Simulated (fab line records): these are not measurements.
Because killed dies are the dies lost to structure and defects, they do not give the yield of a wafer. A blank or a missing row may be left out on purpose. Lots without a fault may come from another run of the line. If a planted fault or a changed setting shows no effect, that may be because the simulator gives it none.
Struck lot and sound lot, side by side | flow n5Finfet | 19 steps out of a route of 1938
Sound: these wafers, L444.2, L444.4, L444.6. Wafers L437.3, L437.4, L437.6 were the ones struck. At the end, the cause is stated.
For every step that has rows: the tool of each side, followed by ch and its chambers, followed by its first start. Under that, the readings that differ: sound wafers | struck wafers | difference of the means | sigmas: that difference in standard deviations of wafers without a fault.
alike: a reading whose means differ by less than 2 such deviations, as well as words and numbers matching on both sides. not compared: withheld readings; readings where some wafer has no value; bounds like >300 that might hide an equal value; numbers whose values overlap and for which the record gives no deviation.
The two part at a step that has a row with sigmas, a row that says differs or no value, or rows on one side only. Non-overlapping numbers with no deviation appear without sigmas and do not part them. A reading missing from all wafers of one side parts the sides only when that side holds two or more wafers.

first, 8 steps without rows for these wafers: N5_BEOL_M10_CMP_52 (polishes, stops on SiCOH lowk, t overpolish 7 s, target thk 140 nm); N5_BEOL_M10_PRE_CLEAN_55 (time 15 s); N5_BEOL_M10_DEP_56 (deposits SiCN from 3MS/NH3, target thk 15 nm, time 26.5 s); N5_BEOL_M11_ILD_DEP_00 (deposits SiCOH lowk from DEMS/porogen, target thk 308.51 nm, time 58 s); N5_BEOL_M11_CURE_71 (cures SiCOH lowk, time 240 s); N5_BEOL_M11_PECVD_70 (deposits SiO2 from TEOS/O2, target thk 20 nm, time 22.7 s); N5_BEOL_M11_HM_DEP_02 (deposits TiN, target thk 20 nm); N5_BEOL_M11_COAT_59 (time 60 s, resist thk 100 nm).
N5_BEOL_M11_COAT_60: time 60 s, resist thk 30 nm.
  sound on lithoTrack-04 ch 0, day 16 18:40; struck on lithoTrack-02 ch 0, day 15 00:20
reading                                    | sound                | struck               | difference | sigmas
spinSpeedRpm (rpm)                         | 1502.8 1501.5 1500.5 | 1827.7 1828.7 1828.1 | +326.6     | +99 or more
model.SiARC_of_BEOL_M11_COAT_60.thkNm (nm) | 30.2 30.2 30.2       | 27.2 27.2 27.2       | -3.0       | 
then, 7 steps without rows for these wafers: N5_BEOL_M11_COAT_05 (resist thk 90 nm); N5_BEOL_M11_EBR_07; N5_BEOL_M11_SOFTBAKE_06 (time 60 s); N5_BEOL_M11_EXPOSE_08 (exposes mask M11); N5_BEOL_M11_PEB_09 (peb time 60 s); N5_BEOL_M11_DEVELOP_10 (develop time 30 s); N5_BEOL_M11_DESCUM_16 (chemistry O2, time 7.9 s).
N5_BEOL_M11_ETCH_61: etches SiARC in CF4, target depth 39 nm, time 65 s.
  sound on rieDiel-01 ch 0,1,2, day 16 19:10; struck on rieDiel-01 ch 0,1,2, day 15 03:13
reading                                      | sound            | struck            | difference | sigmas
etchRfOnTimeS (s)                            | 66.0 64.7 63.3   | 59.0 57.6 58.6    | -6.3       | -5
model.etch.depthNm (nm)                      | 30.18 30.21 30.1 | 27.22 27.18 27.21 | -2.96      | 
model.CAR-ArF_of_BEOL_M11_COAT_05.thkNm (nm) | 55.6 55.2 55.4   | 57.8 58.2 58      | +2.6       | 
  alike: drypumpMotorCurrentA, oesProductAu, rfVppV, showerheadPlenumPTorr, throttleValvePct
  not compared: rfHoursCounterH
N5_BEOL_M11_ETCH_62: etches SOC in N2/H2, target depth 110 nm, overetch 22 nm, time 165 s.
  sound on rieDiel-01 ch 0,1,2, day 16 19:13; struck on rieDiel-01 ch 0,1,2, day 15 03:16
reading                                    | sound        | struck         | difference | sigmas
model.SiARC_of_BEOL_M11_COAT_60.thkNm (nm) | 24 23.8 23.2 | 20.8 20.4 20.8 | -3.0       | 
  alike: drypumpMotorCurrentA, oesProductAu, rfVppV, showerheadPlenumPTorr, throttleValvePct
  not compared: rfHoursCounterH
then, 1 step without rows for these wafers: N5_BEOL_M11_STRIP_68 (strips in N2/H2).

WHERE THEY PART
First at N5_BEOL_M11_COAT_60; last, within this record, at N5_BEOL_M11_ETCH_61. Later steps at which nothing parts them and some readings are alike: N5_BEOL_M11_ETCH_62.

WHY: what the simulator had put in
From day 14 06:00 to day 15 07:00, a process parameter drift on lithoTrack-02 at N5_BEOL_M11_COAT_60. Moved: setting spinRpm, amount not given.
